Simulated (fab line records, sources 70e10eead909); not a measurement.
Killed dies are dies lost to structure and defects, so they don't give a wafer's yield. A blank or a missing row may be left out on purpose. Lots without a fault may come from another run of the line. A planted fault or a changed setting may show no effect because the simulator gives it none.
Chamber matching | flow nand_harc | NHARC_A_STAIRCASE_ETCH_253 on rie_diel-11: 4 sister chambers
The step etches the open film in C4F8/O2, target depth 50 nm, time 20.2 s. 16 wafers are shown with their chamber, then 8 later ones without.

WAFERS WITH THEIR CHAMBER
wafer  | chamber | rf_vpp_V (V) | oes_product_au (a.u.)
L075.2 | 2       | 890          | 0.965
L075.3 | 3       | 901          | 0.953
L075.5 | 2       | 891          | 0.971
L084.3 | 3       | 900          | 0.981
L084.4 | 1       | 899          | 0.978
L084.6 | 3       | 899          | 0.977
L085.2 | 0       | 902          | 0.929
L085.3 | 2       | 891          | 0.935
L085.5 | 2       | 891          | 0.930
L088.2 | 3       | 900          | 0.951
L088.3 | 0       | 903          | 0.983
L088.6 | 1       | 897          | 0.988
L087.3 | 3       | 898          | 0.965
L087.4 | 1       | 897          | 0.954
L087.6 | 2       | 892          | 0.952
L089.2 | 0       | 903          | 0.975

SIGNATURES (means of the wafers above)
reading        | chamber 0 | chamber 1 | chamber 2 | chamber 3 | scatter within a chamber
rf_vpp_V       | 902.67    | 897.67    | 891.00    | 899.60    | 0.937
oes_product_au | 0.96233   | 0.97333   | 0.95060   | 0.96540   | 0.019
Rule: a wafer's distance from a chamber is the root of the sum, over the readings, of the square of ((its reading less the chamber's mean) divided by the reading's scatter). The wafer belongs to the nearest chamber; if the next one is less than 2 further off, it can't be placed. The scatter: the root of (the sum of the squares of (reading less its chamber's mean) over the shown wafers, divided by (wafers less chambers)).

WAFERS WITHOUT THEIR CHAMBER
wafer  | rf_vpp_V (V) | oes_product_au (a.u.)
L089.3 | 897          | 0.980
L089.4 | 889          | 0.964
L093.1 | 903          | 0.936
L093.5 | 892          | 0.923
L093.6 | 899          | 0.927
L096.2 | 898          | 0.947
L096.4 | 899          | 0.964
L096.5 | 902          | 0.960

WHICH CHAMBER EACH WENT THROUGH
wafer  | from the rows above     | in truth
L089.3 | 1                       | 1
L089.4 | 2                       | 2
L093.1 | 0                       | 0
L093.5 | 2                       | 2
L093.6 | can't be placed: 3 or 1 | 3
L096.2 | can't be placed: 1 or 3 | 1
L096.4 | can't be placed: 3 or 1 | 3
L096.5 | can't be placed: 0 or 3 | 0
Placed correctly: 4 of 8. Can't be placed from these rows: 4 (the true chamber is among the candidates in 4). Placed wrongly: 0.
